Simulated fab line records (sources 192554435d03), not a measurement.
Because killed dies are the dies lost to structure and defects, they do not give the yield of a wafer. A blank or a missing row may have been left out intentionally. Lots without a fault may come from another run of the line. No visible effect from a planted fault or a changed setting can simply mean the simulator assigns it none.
Comparing a struck lot with a sound one + flow n5-finfet + 16 out of 1938 route steps
Sound: wafers L558.1, L558.2, L558.3. The struck wafers were L544.3, L544.4. The cause is named last.
Each step with rows lists, per side, the tool, then ch with its chambers, then its first start. Under that, the readings that differ: sound wafers + struck wafers + difference of the means + sigmas: that difference in standard deviations of wafers without a fault.
alike: a reading whose means differ by less than 2 such deviations, as well as words and numbers matching on both sides. not compared: withheld readings; readings where some wafer has no value; bounds like >300 that might hide an equal value; numbers whose values overlap and for which the record gives no deviation.
Wherever a step has rows on one side only, a row that says differs or no value, or a row with sigmas, the two part there. When numbers do not overlap yet have no deviation, they are printed without sigmas and do not part them. A reading that every wafer of one side lacks parts them only if that side has two wafers or more.

first, 8 steps without rows for these wafers: N5_FIN_CUT_COAT_19 (time 60 s, resist thk 20 nm); N5_FIN_CUT_COAT_29 (time 60 s, resist thk 10 nm); N5_FIN_CUT_COAT_02 (resist thk 30 nm); N5_FIN_CUT_EBR_04; N5_FIN_CUT_SOFTBAKE_03 (time 60 s); N5_FIN_CUT_EXPOSE_05 (exposes mask FIN CUT); N5_FIN_CUT_PEB_06 (peb time 60 s); N5_FIN_CUT_DEVELOP_07 (develop time 30 s).
N5_FIN_CUT_CD_MEAS_08 targets a cd of 29.1 nm.
  sound on cd-sem-02 ch 0, day 6 21:45; struck on cd-sem-01 ch 0, day 3 07:46
  alike: cd-nm
N5_FIN_CUT_OVL_MEAS_09:
  sound on overlay-02 ch 0, day 6 21:47; struck on overlay-01 ch 0, day 3 07:48
  alike: FIN_CUT_OVL
N5_FIN_CUT_INSPECT_10: inspects for defects (brightfield).
  sound on defect-inspect-02, day 6 21:50; struck on defect-inspect-01, day 3 07:51
  alike: raw-defect-count
N5_FIN_CUT_DESCUM_13: chemistry O2, time 7 s.
  sound on rie-diel-02 ch 0,1,2, day 6 22:20; struck on rie-diel-02 ch 0,2, day 3 07:53
  alike: drypump-motor-current-A, oes-product-au, rf-fwd-power-W, rf-vpp-V, showerhead-plenum-p-Torr, throttle-valve-pct
  not compared: rf-hours-counter-h
N5_FIN_CUT_ETCH_30: etches underlayer in N2/H2, target depth 13 nm, time 10.4 s.
  sound on rie-diel-02 ch 0,1,2, day 6 22:23; struck on rie-diel-02 ch 0,2, day 3 07:55
| reading               | sound             | struck      | difference | sigmas |
|-----------------------|-------------------|-------------|------------|--------|
| etch-rf-on-time-s (s) | 10.36 10.31 10.52 | 13.61 13.96 | +3.39      | +23    |
  alike: drypump-motor-current-A, oes-product-au, rf-fwd-power-W, rf-vpp-V, showerhead-plenum-p-Torr, throttle-valve-pct
  not compared: rf-hours-counter-h
N5_FIN_CUT_ETCH_20: etches SiARC in CF4, target depth 26 nm, time 43.3 s.
  sound on rie-diel-02 ch 0,1,2, day 6 22:24; struck on rie-diel-02 ch 0,2, day 3 07:56
  alike: drypump-motor-current-A, etch-rf-on-time-s, oes-product-au, rf-fwd-power-W, rf-vpp-V, showerhead-plenum-p-Torr, throttle-valve-pct
  not compared: rf-hours-counter-h
-- here the record skips 5 days between the struck wafers' starts before and after, leaving off in module FIN_CUT and picking up in module BEOL_M4 (first step shown: number 1111 of the route) --
N5_BEOL_M4_RC_MEAS_101:
  sound on prober-01 ch 0, day 12 03:27; struck on prober-02 ch 0, day 8 15:10
  alike: DIBL_N, DIBL_P, IOFF_N, IOFF_P, ION_N, ION_P, SS_N, SS_P, VT_N, VT_P
-- the record jumps here: 4 days lie between the struck wafers' starts before and after (it left off in module BEOL_M4 and takes up again in module PASSIVATION, whose first step shown is number 1936 of the route) --
N5_PASSIVATION_PROBE_49:
  sound on prober-02, day 16 09:47; struck on prober-01, day 13 01:37
  alike: defect-limited-yield, killed_at_M0_to_M3, killed_at_M4_up, killed-at-contacts, killed-at-front-end, killed-at-other, killed-dies, killed-open, killed-short, sort_bin_4_leakage, sort_bin_5_function, sort_bin_6_memory, sort-n-pass, sort-yield-pct

== WHERE THEY PART ==
Only at N5_FIN_CUT_ETCH_30, within this record. Later steps at which nothing parts them and some readings are alike: N5_FIN_CUT_ETCH_20, N5_BEOL_M4_RC_MEAS_101, N5_PASSIVATION_PROBE_49.

WHY: whatever the simulator had introduced
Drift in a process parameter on rie-diel-02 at N5_FIN_CUT_ETCH_30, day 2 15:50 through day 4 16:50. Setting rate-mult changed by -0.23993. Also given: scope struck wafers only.
